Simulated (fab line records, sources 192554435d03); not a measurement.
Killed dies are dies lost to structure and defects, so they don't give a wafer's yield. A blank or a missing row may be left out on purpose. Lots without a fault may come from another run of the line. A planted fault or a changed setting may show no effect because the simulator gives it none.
Split-lot experiment | flow n5_finfet | 7 lots, 39 wafers read, on a route of 1938 steps

THE SPLIT
At N5_BEOL_M6_DESCUM_33 (chemistry O2, time 7 s), the setting time_s was moved away from the recipe's 7 s on 12 of the 39 wafers read, by -53.1% to -27.3%. The other wafers ran this setting at the recipe's value.

The reading is taken at the split's own step.

THE READING
CAR-EUV_of_BEOL_M6_COAT_22.thk_nm (the simulator's own value, which no gauge read), in nm, at N5_BEOL_M6_DESCUM_33 (chemistry O2, time 7 s). The file gives no usual value for it. The 27 wafers here that ran the recipe average 26.0 nm, standard deviation 0.12 nm.

wafer  | tool, chamber at the split | time_s as run, s | against the recipe | CAR-EUV_of_BEOL_M6_COAT_22.thk_nm, nm | against lot-mates on the recipe
L074.2 | rie_diel-05, 0,3,0         | 7                | recipe             | 25.8                                  | -
L074.3 | rie_diel-05, 0,3,0         | 7                | recipe             | 25.8                                  | -
L074.5 | rie_diel-05, 0,3,0         | 7                | recipe             | 25.8                                  | -
L075.1 | rie_diel-01, 2,1           | 7                | recipe             | 26                                    | -
L075.4 | rie_diel-01, 2,1           | 7                | recipe             | 26                                    | -
L075.2 | rie_diel-01, 0,3,1         | 4.512            | -35.5%             | 27.2                                  | +1.3
L075.3 | rie_diel-01, 0,3,1         | 4.512            | -35.5%             | 27.2                                  | +1.3
L075.6 | rie_diel-01, 0,3,1         | 4.512            | -35.5%             | 27.2                                  | +1.3
L075.5 | rie_diel-01, 2             | 7                | recipe             | 25.8                                  | -
L077.1 | rie_diel-01, 2,1,0         | 3.28             | -53.1%             | 27.8                                  | +1.8
L077.2 | rie_diel-01, 2,1,0         | 3.28             | -53.1%             | 27.8                                  | +1.8
L077.6 | rie_diel-01, 2,1,0         | 3.28             | -53.1%             | 27.8                                  | +1.8
L077.3 | rie_diel-01, 3,0,1         | 7                | recipe             | 26                                    | -
L077.4 | rie_diel-01, 3,0,1         | 7                | recipe             | 26                                    | -
L077.5 | rie_diel-01, 3,0,1         | 7                | recipe             | 26                                    | -
L079.1 | rie_diel-05, 2,1           | 7                | recipe             | 26                                    | -
L079.5 | rie_diel-05, 2,1           | 7                | recipe             | 26                                    | -
L079.2 | rie_diel-05, 3,0           | 4.691            | -33.0%             | 27.4                                  | +1.3
L079.4 | rie_diel-05, 3,0           | 4.691            | -33.0%             | 27.4                                  | +1.3
L079.3 | rie_diel-05, 1             | 7                | recipe             | 26.2                                  | -
L079.6 | rie_diel-05, 2             | 4.691            | -33.0%             | 27.2                                  | +1.1
L085.1 | rie_diel-04, 3,0,2         | 7                | recipe             | 26                                    | -
L085.2 | rie_diel-04, 3,0,2         | 7                | recipe             | 26                                    | -
L085.3 | rie_diel-04, 3,0,2         | 7                | recipe             | 26                                    | -
L085.4 | rie_diel-04, 1,1,0         | 7                | recipe             | 25.8                                  | -
L085.5 | rie_diel-04, 1,1,0         | 7                | recipe             | 25.8                                  | -
L085.6 | rie_diel-04, 1,1,0         | 7                | recipe             | 25.8                                  | -
L091.1 | rie_diel-04, 1             | 7                | recipe             | 26                                    | -
L091.2 | rie_diel-04, 2             | 7                | recipe             | 26.2                                  | -
L091.5 | rie_diel-04, 2             | 7                | recipe             | 26.2                                  | -
L091.3 | rie_diel-04, 3             | 5.086            | -27.3%             | 27.2                                  | +1.1
L091.6 | rie_diel-04, 3             | 5.086            | -27.3%             | 27.2                                  | +1.1
L091.4 | rie_diel-04, 0             | 5.086            | -27.3%             | 27                                    | +0.9
L094.1 | rie_diel-01, 0,2,3,1,1,2   | 7                | recipe             | 26                                    | -
L094.2 | rie_diel-01, 0,2,3,1,1,2   | 7                | recipe             | 26                                    | -
L094.3 | rie_diel-01, 0,2,3,1,1,2   | 7                | recipe             | 26                                    | -
L094.4 | rie_diel-01, 0,2,3,1,1,2   | 7                | recipe             | 26                                    | -
L094.5 | rie_diel-01, 0,2,3,1,1,2   | 7                | recipe             | 26                                    | -
L094.6 | rie_diel-01, 0,2,3,1,1,2   | 7                | recipe             | 26                                    | -
Where a row lists several chambers, the file gives one row for several wafers and doesn't say which wafer went through which chamber.

THE FIT
A straight line over all 39 wafers: CAR-EUV_of_BEOL_M6_COAT_22.thk_nm changes by -0.0365 nm for each +1% of time_s; r = -0.98; the points scatter about the line by 0.13 nm.
The same after taking each lot's own level away (the mean of its wafers on the recipe; 39 wafers): -0.0353 nm for each +1%; r = -0.99; scatter 0.081 nm.
On that fit, the largest move of time_s shifts the reading by 1.9 nm.
The lots' own levels span 25.80 to 26.13 nm, that is 2.8 times the standard deviation above.
So the lot-to-lot level changes the slope little: the two slopes agree.
Check: with one of the wafers moved furthest among these (-53.1%) left out of the fit, the line predicts +1.9 nm for it against its lot-mates. It came out at +1.8 nm against them.

OTHER SPLITS ON THESE WAFERS
These wafers also went through other splits before the reading. Each is held against what the fit with the lots' levels taken away leaves over:
other split on the same wafers     | wafers away from the commonest value | r with CAR-EUV_of_BEOL_M6_COAT_22.thk_nm (lot level and that fit taken away)
N5_BEOL_M1_DEP_57 target_thk_a     | 18                                   | +0.35
N5_BEOL_M6_ILD_DEP_00 target_thk_a | 18                                   | -0.06

THE FILE'S OWN FIT
CAR-EUV_of_BEOL_M6_COAT_22.thk_nm changes by -0.0354 nm for each +1% of time_s, r = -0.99.
